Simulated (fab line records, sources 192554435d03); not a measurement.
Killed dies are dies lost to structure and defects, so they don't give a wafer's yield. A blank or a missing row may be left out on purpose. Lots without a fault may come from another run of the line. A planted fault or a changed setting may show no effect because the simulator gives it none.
Split-lot experiment | flow n5_finfet | 7 lots, 21 wafers read, on a route of 1938 steps

THE SPLIT
At N5_BEOL_M0_SAQP_ALD_48 (deposits SiO2, target thk 20 nm, pulse time 1 s, co reactant pulse time 1 s), the setting ald_cycles was moved away from the recipe's 139 on 4 of the 21 wafers read, by -8.6% to +10.8%. The other wafers ran this setting at the recipe's value.

FROM THE SPLIT TO THE READING: what the file shows between them, 10 steps
- N5_BEOL_M0_SAQP_ETCH_49: etches SiO2 in CF4/O2, target depth 37 nm
- N5_BEOL_M0_SAQP_STRIP_75: strips in CF4
- N5_BEOL_M0_CUTY_COAT_50: time 60 s, resist thk 15 nm (also split here: spin_rpm)
- N5_BEOL_M0_CUTY_COAT_51: resist thk 150 nm
- N5_BEOL_M0_CUTY_EBR_52
- N5_BEOL_M0_CUTY_DESCUM_61: chemistry O2, time 7.9 s
- N5_BEOL_M0_CUTY_ETCH_62: etches SiARC in CF4, time 58.5 s
- N5_BEOL_M0_CUTY_ETCH_63: etches SOC in N2/H2, target depth 82.7 nm, overetch 16.5 nm, time 124 s
- N5_BEOL_M0_CUTY_STRIP_64: strips in N2/H2
- N5_BEOL_M0_ETCH_138: etches SiCN in CH3F/O2, target depth 12 nm, time 31.6 s

THE READING
SiO2_of_BEOL_M0_SAQP_ALD_48.thk_nm (the simulator's own value, which no gauge read), in nm, at N5_BEOL_M0_HM_OPEN_105 (chemistry Cl2/BCl3, target TiN, target depth 12 nm). The file gives no usual value for it. The 17 wafers here that ran the recipe average 11.3 nm, standard deviation 0.28 nm.

wafer  | tool, chamber at the split | ald_cycles as run | against the recipe | SiO2_of_BEOL_M0_SAQP_ALD_48.thk_nm, nm | against lot-mates on the recipe
L074.1 | ald_sin-03, 3              | 139               | recipe             | 11.8                                   | -
L074.2 | ald_sin-03, 1              | 139               | recipe             | 11                                     | -
L074.4 | ald_sin-03, 2              | 154               | +10.8%             | 13.2                                   | +1.8
L077.1 | ald_sin-01, 1,3            | 139               | recipe             | 11.4                                   | -
L077.6 | ald_sin-01, 2              | 139               | recipe             | 11.4                                   | -
L077.5 | ald_sin-01, 1,3            | 139               | recipe             | 10.6                                   | -
L079.1 | ald_sin-03, 3,1,2          | 139               | recipe             | 11.2                                   | -
L079.2 | ald_sin-03, 3,1,2          | 139               | recipe             | 11.6                                   | -
L079.3 | ald_sin-03, 3,1,2          | 139               | recipe             | 11.4                                   | -
L080.1 | ald_sin-03, 2,3,2          | 139               | recipe             | 11.2                                   | -
L080.4 | ald_sin-03, 2,3,2          | 139               | recipe             | 11.2                                   | -
L080.6 | ald_sin-03, 2,3,2          | 139               | recipe             | 11                                     | -
L084.2 | ald_sin-03, 2              | 139               | recipe             | 11.4                                   | -
L084.3 | ald_sin-03, 3              | 149               | +7.2%              | 12.2                                   | +0.8
L084.6 | ald_sin-03, 3              | 149               | +7.2%              | 12.2                                   | +0.8
L090.2 | ald_sin-01, 3,1            | 139               | recipe             | 11.4                                   | -
L090.4 | ald_sin-01, 2              | 127               | -8.6%              | 10.4                                   | -1.1
L090.5 | ald_sin-01, 3,1            | 139               | recipe             | 11.6                                   | -
L092.1 | ald_sin-04, 0,1            | 139               | recipe             | 11.2                                   | -
L092.3 | ald_sin-04, 0,1            | 139               | recipe             | 11.2                                   | -
L092.2 | ald_sin-04, 3              | 139               | recipe             | 11.6                                   | -
Where a row lists several chambers, the file gives one row for several wafers and doesn't say which wafer went through which chamber.

THE FIT
A straight line over all 21 wafers: SiO2_of_BEOL_M0_SAQP_ALD_48.thk_nm changes by +0.138 nm for each +1% of ald_cycles; r = +0.88; the points scatter about the line by 0.28 nm.
The same after taking each lot's own level away (the mean of its wafers on the recipe; 21 wafers): +0.137 nm for each +1%; r = +0.91; scatter 0.25 nm.
On that fit, the largest move of ald_cycles shifts the reading by 1.5 nm.
The lots' own levels span 11.13 to 11.50 nm, that is 1.3 times the standard deviation above.
So the lot-to-lot level changes the slope little: the two slopes agree.
Check: with one of the wafers moved furthest among these (+10.8%) left out of the fit, the line predicts +1.27 nm for it against its lot-mates. It came out at +1.8 nm against them.

OTHER SPLITS ON THESE WAFERS
These wafers also went through other splits before the reading. Each is held against what the fit with the lots' levels taken away leaves over:
other split on the same wafers         | wafers away from the commonest value | r with SiO2_of_BEOL_M0_SAQP_ALD_48.thk_nm (lot level and that fit taken away)
N5_MOL_CONTACT_COAG_COAT_02 spin_rpm   | 7                                    | +0.03
N5_MOL_CONTACT_COAG_ALD_27 ald_cycles  | 7                                    | +0.13
N5_MOL_CONTACT_COAG_ALD_123 ald_cycles | 10                                   | -0.24
N5_MOL_CONTACT_COAG_VIA_ETCH_46 bias_w | 5                                    | +0.20
N5_BEOL_M0_CUTY_COAT_50 spin_rpm       | 10                                   | -0.20

THE WHOLE CHAIN: every reading that the file lists as answering this split, in the file's order
step                     | what it does                                                                | reading                                                                             | change (the file's fit)               | r (the file's)
N5_BEOL_M0_SAQP_ALD_48   | deposits SiO2, target thk 20 nm, pulse time 1 s, co reactant pulse time 1 s | SiO2_of_BEOL_M0_SAQP_ALD_48.thk_nm (the simulator's own value, which no gauge read) | +0.205 nm for each +1% of the setting | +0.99
N5_BEOL_M0_SAQP_ETCH_49  | etches SiO2 in CF4/O2, target depth 37 nm                                   | SiO2_of_BEOL_M0_SAQP_ALD_48.thk_nm (the simulator's own value, which no gauge read) | +0.182 nm for each +1% of the setting | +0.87
N5_BEOL_M0_SAQP_STRIP_75 | strips in CF4                                                               | SiO2_of_BEOL_M0_SAQP_ALD_48.thk_nm (the simulator's own value, which no gauge read) | +0.19 nm for each +1% of the setting  | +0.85
N5_BEOL_M0_CUTY_ETCH_62  | etches SiARC in CF4, time 58.5 s                                            | SiO2_of_BEOL_M0_SAQP_ALD_48.thk_nm (the simulator's own value, which no gauge read) | +0.165 nm for each +1% of the setting | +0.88
N5_BEOL_M0_CUTY_ETCH_63  | etches SOC in N2/H2, target depth 82.7 nm, overetch 16.5 nm, time 124 s     | SiO2_of_BEOL_M0_SAQP_ALD_48.thk_nm (the simulator's own value, which no gauge read) | +0.152 nm for each +1% of the setting | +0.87
N5_BEOL_M0_HM_OPEN_105   | chemistry Cl2/BCl3, target TiN, target depth 12 nm                          | SiO2_of_BEOL_M0_SAQP_ALD_48.thk_nm (the simulator's own value, which no gauge read) | +0.143 nm for each +1% of the setting | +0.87

THE FILE'S OWN FIT
SiO2_of_BEOL_M0_SAQP_ALD_48.thk_nm changes by +0.143 nm for each +1% of ald_cycles, r = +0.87.
